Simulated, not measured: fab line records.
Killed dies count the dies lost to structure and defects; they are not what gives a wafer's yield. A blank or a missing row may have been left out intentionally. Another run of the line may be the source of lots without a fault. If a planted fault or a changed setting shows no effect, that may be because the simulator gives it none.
Split-lot study + flow n5 finfet + on a route of 1938 steps: 7 lots, 21 wafers read

SPLIT DETAILS
At N5_BEOL_M2_VIA_ETCH_34 (etches the open film in C4F6/O2, target depth 69.4 nm, time 65.9 s), the setting time s was moved away from the recipe's 65.9 s on 9 of the 21 wafers read, by -14.0% to +19.0%. This setting was run at the recipe's value on the other wafers.

The reading comes from the split's own step.

THE READING
SOC_of_BEOL_M2_COAT_67.thk nm (the simulator's own value, which no gauge read), in nm, at N5_BEOL_M2_VIA_ETCH_34 (etches the open film in C4F6/O2, target depth 69.4 nm, time 65.9 s). No usual value for it is given in the file. Across the 12 wafers here that went through the recipe, the average is 51.9 nm and the standard deviation 0.26 nm.

| wafer  | tool, chamber at the split | time s as run, s | against the recipe | SOC_of_BEOL_M2_COAT_67.thk nm, nm | against lot-mates on the recipe |
|--------|----------------------------|------------------|--------------------|-----------------------------------|---------------------------------|
| L078.2 | rie diel-01, 0             | 56.7             | -14.0%             | 53.2                              | +1.0                            |
| L078.4 | rie diel-01, 0             | 65.9             | recipe             | 52.2                              | -                               |
| L078.5 | rie diel-01, 1             | 56.7             | -14.0%             | 53.2                              | +1.0                            |
| L087.2 | rie diel-01, 2             | 65.9             | recipe             | 52.2                              | -                               |
| L087.5 | rie diel-01, 3             | 65.9             | recipe             | 52                                | -                               |
| L087.6 | rie diel-01, 2             | 65.9             | recipe             | 52.2                              | -                               |
| L088.1 | rie diel-02, 3             | 65.9             | recipe             | 51.8                              | -                               |
| L088.2 | rie diel-02, 1             | 65.9             | recipe             | 51.8                              | -                               |
| L088.6 | rie diel-02, 1             | 65.9             | recipe             | 52                                | -                               |
| L090.2 | rie diel-02, 1             | 65.9             | recipe             | 51.8                              | -                               |
| L090.3 | rie diel-02, 2             | 65.9             | recipe             | 52                                | -                               |
| L090.5 | rie diel-02, 2             | 65.9             | recipe             | 51.8                              | -                               |
| L095.2 | rie diel-01, 2             | 71.73            | +8.8%              | 51.4                              | -0.6                            |
| L095.3 | rie diel-01, 0             | 71.73            | +8.8%              | 51.4                              | -0.6                            |
| L095.5 | rie diel-01, 0             | 65.9             | recipe             | 52                                | -                               |
| L096.1 | rie diel-06, 3             | 78.44            | +19.0%             | 49.8                              | -1.4                            |
| L096.2 | rie diel-06, 1             | 65.9             | recipe             | 51.2                              | -                               |
| L096.6 | rie diel-06, 1             | 78.44            | +19.0%             | 49.6                              | -1.6                            |
| L097.3 | rie diel-01, 2             | 72.97            | +10.7%             | 51.4                              | no lot-mate on the recipe       |
| L097.4 | rie diel-01, 1             | 72.97            | +10.7%             | 50.8                              | no lot-mate on the recipe       |
| L097.5 | rie diel-01, 2             | 72.97            | +10.7%             | 51.2                              | no lot-mate on the recipe       |

FIT RESULTS
A straight line over all 21 wafers: SOC_of_BEOL_M2_COAT_67.thk nm changes by -0.0966 nm for each +1% of time s; r = -0.94; the points scatter about the line by 0.3 nm.
The same after taking each lot's own level away (the mean of its wafers on the recipe; 18 wafers): -0.0751 nm for each +1%; r = -0.99; scatter 0.087 nm.
According to that fit, moving time s by its largest amount changes the reading by 1.4 nm.
Measured against the standard deviation above, the lots' own levels, which go from 51.20 to 52.20 nm, span 3.8 times it.
Hence the slope depends on the lot-to-lot level, as the two fits are not the same.
Check: for one of the wafers moved furthest among these (+19.0%), held out of the fit, the line's prediction against its lot-mates is -1.45 nm. It came out at -1.4 nm against them.

FURTHER SPLITS ON THESE WAFERS
Note: prior to the reading, these wafers also went through further splits. Each is held against what the fit with the lots' levels taken away leaves over:
| other split on the same wafers            | wafers away from the commonest value | r with SOC_of_BEOL_M2_COAT_67.thk nm (lot level and that fit taken away) |
|-------------------------------------------|--------------------------------------|--------------------------------------------------------------------------|
| N5_BEOL_M0_SAQP_EXPOSE_11 dose mj         | 9                                    | +0.08                                                                    |
| N5_BEOL_M0_SAQP_SPACER1_ALD_98 ald cycles | 6                                    | +0.15                                                                    |
| N5_BEOL_M1_EXPOSE_25 dose mj              | 10                                   | +0.16                                                                    |

THE WHOLE CHAIN: every reading that the file lists as answering this split, in the file's order
| step                   | what it does                                                       | reading                                                                        | change (the file's fit)                | r (the file's) |
|------------------------|--------------------------------------------------------------------|--------------------------------------------------------------------------------|----------------------------------------|----------------|
| N5_BEOL_M2_VIA_ETCH_34 | etches the open film in C4F6/O2, target depth 69.4 nm, time 65.9 s | etch.depth nm (the simulator's own value, which no gauge read)                 | +0.683 nm for each +1% of the setting  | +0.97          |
| N5_BEOL_M2_VIA_ETCH_34 | etches the open film in C4F6/O2, target depth 69.4 nm, time 65.9 s | SOC_of_BEOL_M2_COAT_67.thk nm (the simulator's own value, which no gauge read) | -0.0753 nm for each +1% of the setting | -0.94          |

FILE'S OWN FIT
SOC_of_BEOL_M2_COAT_67.thk nm changes by -0.0753 nm for each +1% of time s, r = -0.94.
